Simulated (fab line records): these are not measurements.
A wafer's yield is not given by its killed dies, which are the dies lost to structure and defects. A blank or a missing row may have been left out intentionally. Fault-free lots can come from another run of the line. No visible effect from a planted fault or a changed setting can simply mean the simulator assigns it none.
Chamber matching | flow n5Finfet | N5_BEOL_M13_ETCH_59 on rieDiel-02: 4 sister chambers
The step etches BARC in N2/H2, target depth 89 nm, overetch 26.7 nm, time 67.9 s. 4 wafers are shown with their chamber, then 8 later ones without.

== WAFERS PAIRED WITH THEIR CHAMBERS ==
wafer  | chamber | oesProductAu (a.u.)
L086.2 | 2       | 0.83
L086.3 | 1       | 0.59
L086.4 | 0       | 0.60
L090.1 | 3       | 0.64

== WAFERS MISSING THEIR CHAMBER ==
wafer  | oesProductAu (a.u.)
L090.2 | 0.59
L090.4 | 0.61
L091.2 | 0.81
L091.4 | 0.59
L091.5 | 0.59
L093.1 | 0.58
L093.2 | 0.59
L093.4 | 0.76

== WHICH CHAMBER EACH WENT THROUGH ==
wafer  | from the rows above          | in truth
L090.2 | can't be placed: 1 or 0 or 3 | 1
L090.4 | can't be placed: 0 or 1 or 3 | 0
L091.2 | 2                            | 2
L091.4 | can't be placed: 1 or 0 or 3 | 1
L091.5 | can't be placed: 1 or 0 or 3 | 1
L093.1 | can't be placed: 1 or 0 or 3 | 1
L093.2 | can't be placed: 1 or 0 or 3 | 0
L093.4 | can't be placed: 2 or 3      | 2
Placed correctly: 1 of 8. Not placeable from these rows: 7 (in 7, the candidates include the true chamber). Placed wrongly: 0.
How it was worked out, from the rows above alone: a wafer's distance from a chamber is the root of the sum, over the readings, of the square of ((its reading less the chamber's mean) divided by the reading's scatter). If the next closest chamber is less than 2 further off than the closest, the wafer can't be placed; otherwise it belongs to the closest. A chamber's mean is the mean of its shown wafers. The scatter (one wafer shown for each chamber): square how far every hidden wafer sits from the nearest shown wafer, average those squares and take the square root.
